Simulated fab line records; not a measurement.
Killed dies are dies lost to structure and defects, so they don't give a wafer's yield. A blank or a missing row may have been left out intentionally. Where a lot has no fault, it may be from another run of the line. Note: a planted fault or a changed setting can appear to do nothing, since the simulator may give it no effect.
Which of the tools did it? :: flow nandHarc :: 24 lots with 72 wafers sampled at 4 steps, on a route of 1302 steps

== WHAT EACH GAUGE READ, for each wafer ==
NHARC_P_BONDPAD_OVL_MEAS_38. Usual: overlayXNm -2 nm, standard deviation 3.8; overlayYNm -1 nm, standard deviation 6.1.
lot: L074
measured: day 6 11:52
on: overlay-02
overlayXNm (nm): 6 6 7
overlayYNm (nm): -11 -11 -11
flag: 

lot: L075
measured: day 7 00:58
on: overlay-01
overlayXNm (nm): 1 2 2
overlayYNm (nm): 2 2 3
flag: 

lot: L076
measured: day 7 12:01
on: overlay-02
overlayXNm (nm): 2 2 2
overlayYNm (nm): 8 9 8
flag: 

lot: L077
measured: day 7 20:35
on: overlay-01
overlayXNm (nm): 0 0 1
overlayYNm (nm): 4 4 4
flag: 

lot: L078
measured: day 8 09:52
on: overlay-02
overlayXNm (nm): -3 -4 -4
overlayYNm (nm): 2 2 2
flag: 

lot: L079
measured: day 8 23:01
on: overlay-02
overlayXNm (nm): -6 -5 -5
overlayYNm (nm): 4 5 4
flag: 

lot: L080
measured: day 9 03:26
on: overlay-02
overlayXNm (nm): -2 -1 -2
overlayYNm (nm): 2 2 2
flag: 

lot: L081
measured: day 9 13:22
on: overlay-02
overlayXNm (nm): -5 -4 -6
overlayYNm (nm): -12 -12 -12
flag: 

lot: L082
measured: day 10 04:59
on: overlay-02
overlayXNm (nm): -10 -10 -11
overlayYNm (nm): 1 1 1
flag: 

lot: L083
measured: day 10 15:08
on: overlay-02
overlayXNm (nm): -3 -4 -3
overlayYNm (nm): -1 -2 -2
flag: 

lot: L085
measured: day 11 04:38
on: overlay-02
overlayXNm (nm): 6 6 7
overlayYNm (nm): -7 -7 -7
flag: 

lot: L084
measured: day 11 07:10
on: overlay-01
overlayXNm (nm): 0 0 1
overlayYNm (nm): -7 -7 -7
flag: 

lot: L086
measured: day 11 15:59
on: overlay-02
overlayXNm (nm): 0 0 0
overlayYNm (nm): -4 -4 -4
flag: 

lot: L087
measured: day 11 23:14
on: overlay-01
overlayXNm (nm): -2 -2 -2
overlayYNm (nm): -3 -2 -2
flag: 

lot: L088
measured: day 12 15:18
on: overlay-02
overlayXNm (nm): -4 -4 -4
overlayYNm (nm): -7 -8 -7
flag: 

lot: L089
measured: day 12 21:17
on: overlay-02
overlayXNm (nm): 1 1 1
overlayYNm (nm): 4 4 4
flag: 

lot: L090
measured: day 13 09:07
on: overlay-01
overlayXNm (nm): -6 -6 -6
overlayYNm (nm): -3 -3 -2
flag: 

lot: L091
measured: day 13 20:31
on: overlay-02
overlayXNm (nm): -3 -2 -2
overlayYNm (nm): -1 -1 -1
flag: 

lot: L092
measured: day 14 01:24
on: overlay-02
overlayXNm (nm): -2 -2 -2
overlayYNm (nm): 0 1 1
flag: 

lot: L093
measured: day 14 12:08
on: overlay-02
overlayXNm (nm): -3 -3 -3
overlayYNm (nm): 4 3 3
flag: 

lot: L095
measured: day 15 07:03
on: overlay-01
overlayXNm (nm): -4 -5 -4
overlayYNm (nm): 6 6 6
flag: 

lot: L094
measured: day 15 10:22
on: overlay-01
overlayXNm (nm): -5 -5 -5
overlayYNm (nm): 8 9 9
flag: 

lot: L096
measured: day 15 21:42
on: overlay-01
overlayXNm (nm): -6 -6 -6
overlayYNm (nm): -12 -13 -13
flag: 

lot: L097
measured: day 16 13:09
on: overlay-02
overlayXNm (nm): 0 0 0
overlayYNm (nm): 5 5 5
flag: 

NHARC_A_CHANNEL_HOLE_D1_CD_MEAS_10: target cd 100 nm. Usual: 99.9 nm for cdNm, sd 0.56.
lot: L074
measured: day 8 09:19
on: cdSem-01
cdNm (nm): 100.5 99.0 99.2
flag: 

lot: L075
measured: day 9 01:01
on: cdSem-01
cdNm (nm): 100.0 99.5 99.3
flag: 

lot: L076
measured: day 9 11:17
on: cdSem-02
cdNm (nm): 99.7 100.7 99.4
flag: 

lot: L077
measured: day 9 16:16
on: cdSem-01
cdNm (nm): 99.7 99.6 99.8
flag: 

lot: L078
measured: day 10 03:22
on: cdSem-01
cdNm (nm): 100.1 99.9 99.0
flag: 

lot: L079
measured: day 11 00:41
on: cdSem-03
cdNm (nm): 100.2 99.4 100.2
flag: 

lot: L080
measured: day 11 01:38
on: cdSem-01
cdNm (nm): 99.7 99.4 99.1
flag: 

lot: L081
measured: day 11 09:57
on: cdSem-03
cdNm (nm): 100.0 100.5 99.9
flag: 

lot: L082
measured: day 12 02:16
on: cdSem-02
cdNm (nm): 99.2 98.7 98.8
flag: 

lot: L083
measured: day 12 11:35
on: cdSem-01
cdNm (nm): 99.8 99.1 98.7
flag: 

lot: L085
measured: day 12 23:33
on: cdSem-03
cdNm (nm): 100.0 100.2 100.5
flag: 

lot: L084
measured: day 12 23:24
on: cdSem-01
cdNm (nm): 99.5 100.3 100.5
flag: 

lot: L086
measured: day 13 15:24
on: cdSem-01
cdNm (nm): 100.2 100.3 100.8
flag: 

lot: L087
measured: day 13 14:27
on: cdSem-02
cdNm (nm): 100.1 100.2 101.0
flag: 

lot: L088
measured: day 14 12:57
on: cdSem-02
cdNm (nm): 99.2 99.4 100.4
flag: 

lot: L089
measured: day 14 17:23
on: cdSem-01
cdNm (nm): 100.3 100.4 100.6
flag: 

lot: L090
measured: day 15 06:10
on: cdSem-01
cdNm (nm): 99.5 100.1 99.5
flag: 

lot: L091
measured: day 15 20:04
on: cdSem-03
cdNm (nm): 100.0 100.1 99.5
flag: 

lot: L092
measured: day 15 22:31
on: cdSem-03
cdNm (nm): 99.8 99.7 99.3
flag: 

lot: L093
measured: day 16 10:56
on: cdSem-02
cdNm (nm): 100.3 99.6 100.4
flag: 

lot: L095
measured: day 17 04:59
on: cdSem-01
cdNm (nm): 100.8 100.6 100.3
flag: 

lot: L094
measured: day 17 06:59
on: cdSem-03
cdNm (nm): 100.7 100.3 100.8
flag: 

lot: L096
measured: day 17 18:41
on: cdSem-01
cdNm (nm): 100.2 98.9 98.9
flag: 

lot: L097
measured: day 18 08:53
on: cdSem-02
cdNm (nm): 100.5 100.3 100.1
flag: 

NHARC_A_CHANNEL_HOLE_D1_OVL_MEAS_11. Usual: overlayXNm 0.3 nm, standard deviation 0.65; overlayYNm -0.1 nm, standard deviation 0.76.
lot: L074
measured: day 8 09:25
on: overlay-01
overlayXNm (nm): 0.0 0.6 0.1
overlayYNm (nm): -1.6 -1.1 -1.1
flag: 

lot: L075
measured: day 9 01:07
on: overlay-01
overlayXNm (nm): -1.7 -0.7 -1.7
overlayYNm (nm): -0.1 0.5 -0.1
flag: 

lot: L076
measured: day 9 11:23
on: overlay-02
overlayXNm (nm): 0.5 1.1 1.3
overlayYNm (nm): 0.1 0.0 -0.2
flag: 

lot: L077
measured: day 9 16:21
on: overlay-01
overlayXNm (nm): 1.3 1.7 1.0
overlayYNm (nm): -0.4 -0.4 -0.8
flag: 

lot: L078
measured: day 10 03:27
on: overlay-01
overlayXNm (nm): -0.3 0.0 0.2
overlayYNm (nm): -0.7 -0.1 0.0
flag: 

lot: L079
measured: day 11 00:47
on: overlay-02
overlayXNm (nm): 0.1 1.0 0.4
overlayYNm (nm): 0.7 0.6 0.7
flag: 

lot: L080
measured: day 11 01:43
on: overlay-01
overlayXNm (nm): 0.5 0.2 0.1
overlayYNm (nm): -1.7 -1.5 -1.3
flag: 

lot: L081
measured: day 11 10:02
on: overlay-02
overlayXNm (nm): 0.0 -0.7 0.1
overlayYNm (nm): 1.0 0.0 0.4
flag: 

lot: L082
measured: day 12 02:21
on: overlay-01
overlayXNm (nm): 1.1 1.1 0.3
overlayYNm (nm): 1.9 2.1 1.8
flag: 

lot: L083
measured: day 12 11:40
on: overlay-01
overlayXNm (nm): -0.5 -0.1 0.5
overlayYNm (nm): -1.5 -1.8 -0.8
flag: 

lot: L085
measured: day 12 23:38
on: overlay-01
overlayXNm (nm): 0.7 1.6 1.1
overlayYNm (nm): -0.4 -0.7 0.0
flag: 

lot: L084
measured: day 12 23:29
on: overlay-02
overlayXNm (nm): 0.6 0.7 0.2
overlayYNm (nm): 0.9 0.4 0.8
flag: 

lot: L086
measured: day 13 15:29
on: overlay-02
overlayXNm (nm): 0.1 -0.2 0.4
overlayYNm (nm): -0.1 -0.9 -0.8
flag: 

lot: L087
measured: day 13 14:32
on: overlay-01
overlayXNm (nm): 0.0 0.2 -0.1
overlayYNm (nm): -0.3 -0.7 -0.7
flag: 

lot: L088
measured: day 14 13:02
on: overlay-02
overlayXNm (nm): 0.8 0.2 1.2
overlayYNm (nm): -0.4 0.0 -0.2
flag: 

lot: L089
measured: day 14 17:28
on: overlay-02
overlayXNm (nm): 0.2 0.4 1.2
overlayYNm (nm): -0.8 -0.3 0.3
flag: 

lot: L090
measured: day 15 06:16
on: overlay-02
overlayXNm (nm): -0.1 -0.4 0.3
overlayYNm (nm): -0.4 -0.3 -0.3
flag: 

lot: L091
measured: day 15 20:10
on: overlay-02
overlayXNm (nm): 0.8 0.5 0.9
overlayYNm (nm): -0.8 -0.8 -0.6
flag: 

lot: L092
measured: day 15 22:37
on: overlay-02
overlayXNm (nm): 0.1 0.1 0.8
overlayYNm (nm): -0.2 -0.2 -0.1
flag: 

lot: L093
measured: day 16 11:02
on: overlay-02
overlayXNm (nm): -0.3 0.2 -0.2
overlayYNm (nm): -0.1 0.7 0.1
flag: 

lot: L095
measured: day 17 05:04
on: overlay-02
overlayXNm (nm): 1.1 0.3 0.2
overlayYNm (nm): 0.2 0.6 0.0
flag: 

lot: L094
measured: day 17 07:05
on: overlay-01
overlayXNm (nm): 0.2 0.2 0.0
overlayYNm (nm): 0.1 0.3 0.0
flag: 

lot: L096
measured: day 17 18:46
on: overlay-01
overlayXNm (nm): -0.3 0.3 0.5
overlayYNm (nm): -1.0 -1.4 -0.7
flag: 

lot: L097
measured: day 18 08:59
on: overlay-02
overlayXNm (nm): -0.6 -0.9 -1.3
overlayYNm (nm): -0.1 0.3 0.0
flag: 

== WHAT TOOL EACH LOT RAN ON (gives the tool, then ch and the chambers of the sampled wafers, and finally the start) ==
lot: L074
NHARC_P_BONDPAD_PRE_CLEAN_26: pvdSputter-02, day 8 09:19 or earlier

lot: L075
NHARC_P_BONDPAD_PRE_CLEAN_26: pvdSputter-02, day 9 01:01 or earlier

lot: L076
NHARC_P_BONDPAD_PRE_CLEAN_26: pvdSputter-01, day 9 11:17 or earlier

lot: L077
NHARC_P_BONDPAD_PRE_CLEAN_26: pvdSputter-03, day 9 16:16 or earlier

lot: L078
NHARC_P_BONDPAD_PRE_CLEAN_26: pvdSputter-01, day 10 03:22 or earlier

lot: L079
NHARC_P_BONDPAD_PRE_CLEAN_26: pvdSputter-02, day 11 00:41 or earlier

lot: L080
NHARC_P_BONDPAD_PRE_CLEAN_26: pvdSputter-02, day 11 01:38 or earlier

lot: L081
NHARC_P_BONDPAD_PRE_CLEAN_26: pvdSputter-03, day 11 09:57 or earlier

lot: L082
NHARC_P_BONDPAD_PRE_CLEAN_26: pvdSputter-01, day 12 02:16 or earlier

lot: L083
NHARC_P_BONDPAD_PRE_CLEAN_26: pvdSputter-02, day 12 11:35 or earlier

lot: L085
NHARC_P_BONDPAD_PRE_CLEAN_26: pvdSputter-03, day 12 23:33 or earlier

lot: L084
NHARC_P_BONDPAD_PRE_CLEAN_26: pvdSputter-03, day 12 23:24 or earlier

lot: L086
NHARC_P_BONDPAD_PRE_CLEAN_26: pvdSputter-02, day 13 15:24 or earlier

lot: L087
NHARC_P_BONDPAD_PRE_CLEAN_26: pvdSputter-03, day 13 14:27 or earlier

lot: L088
NHARC_P_BONDPAD_PRE_CLEAN_26: pvdSputter-03, day 14 12:57 or earlier

lot: L089
NHARC_P_BONDPAD_PRE_CLEAN_26: pvdSputter-03, day 14 17:23 or earlier

lot: L090
NHARC_P_BONDPAD_PRE_CLEAN_26: pvdSputter-01, day 15 06:10 or earlier

lot: L091
NHARC_P_BONDPAD_PRE_CLEAN_26: pvdSputter-01, day 15 20:04 or earlier

lot: L092
NHARC_P_BONDPAD_PRE_CLEAN_26: pvdSputter-02, day 15 22:31 or earlier

lot: L093
NHARC_P_BONDPAD_PRE_CLEAN_26: pvdSputter-03, day 16 10:56 or earlier

lot: L095
NHARC_P_BONDPAD_PRE_CLEAN_26: pvdSputter-01, day 17 04:59 or earlier

lot: L094
NHARC_P_BONDPAD_PRE_CLEAN_26: pvdSputter-03, day 17 06:59 or earlier

lot: L096
NHARC_P_BONDPAD_PRE_CLEAN_26: pvdSputter-02, day 17 18:41 or earlier

lot: L097
NHARC_P_BONDPAD_PRE_CLEAN_26: pvdSputter-03, day 18 08:53 or earlier
- NHARC_P_BONDPAD_PRE_CLEAN_26: time 30 s.

== AS READ BY THE TOOLS THEMSELVES (means over the sampled wafers that have a number; for cases with no such wafer, the mark the record gives instead) ==
NHARC_P_BONDPAD_PRE_CLEAN_26. Usual: 417 W for heaterPowerW, sd 49.
lot: L074
tool: pvdSputter-02
heaterPowerW (W): 381
flag: 

lot: L075
tool: pvdSputter-02
heaterPowerW (W): 380
flag: 

lot: L076
tool: pvdSputter-01
heaterPowerW (W): 451
flag: 

lot: L077
tool: pvdSputter-03
heaterPowerW (W): 470
flag: 

lot: L078
tool: pvdSputter-01
heaterPowerW (W): 432
flag: 

lot: L079
tool: pvdSputter-02
heaterPowerW (W): 393
flag: 

lot: L080
tool: pvdSputter-02
heaterPowerW (W): 389
flag: 

lot: L081
tool: pvdSputter-03
heaterPowerW (W): 404
flag: 

lot: L082
tool: pvdSputter-01
heaterPowerW (W): 407
flag: 

lot: L083
tool: pvdSputter-02
heaterPowerW (W): 399
flag: 

lot: L085
tool: pvdSputter-03
heaterPowerW (W): 391
flag: 

lot: L084
tool: pvdSputter-03
heaterPowerW (W): 427
flag: 

lot: L086
tool: pvdSputter-02
heaterPowerW (W): 384
flag: 

lot: L087
tool: pvdSputter-03
heaterPowerW (W): 436
flag: 

lot: L088
tool: pvdSputter-03
heaterPowerW (W): 436
flag: 

lot: L089
tool: pvdSputter-03
heaterPowerW (W): 426
flag: 

lot: L090
tool: pvdSputter-01
heaterPowerW (W): 387
flag: 

lot: L091
tool: pvdSputter-01
heaterPowerW (W): 466
flag: 

lot: L092
tool: pvdSputter-02
heaterPowerW (W): 421
flag: 

lot: L093
tool: pvdSputter-03
heaterPowerW (W): 437
flag: 

lot: L095
tool: pvdSputter-01
heaterPowerW (W): 468
flag: 

lot: L094
tool: pvdSputter-03
heaterPowerW (W): 388
flag: 

lot: L096
tool: pvdSputter-02
heaterPowerW (W): 401
flag: 

lot: L097
tool: pvdSputter-03
heaterPowerW (W): 416
flag: 

== THE ANSWER, worked out from the rows above alone ==
Rule: a lot is off if the mean of its wafers that have a number lies more than 3 standard deviations from the usual mean. Also off: a lot with no number at a reading for which 4 or more lots have one. All remaining lots with rows at the step are treated as sound. After the gauges, taken in route order, come the tools' own readings; for these a lot's mean is taken, as printed above. At the first step where some lot is off, the reading lying furthest off is the one used; lots without a number count as furthest.
None of the lots is off at any reading shown; this tells nothing.

== WHAT THE SIMULATOR HAD INSERTED ==
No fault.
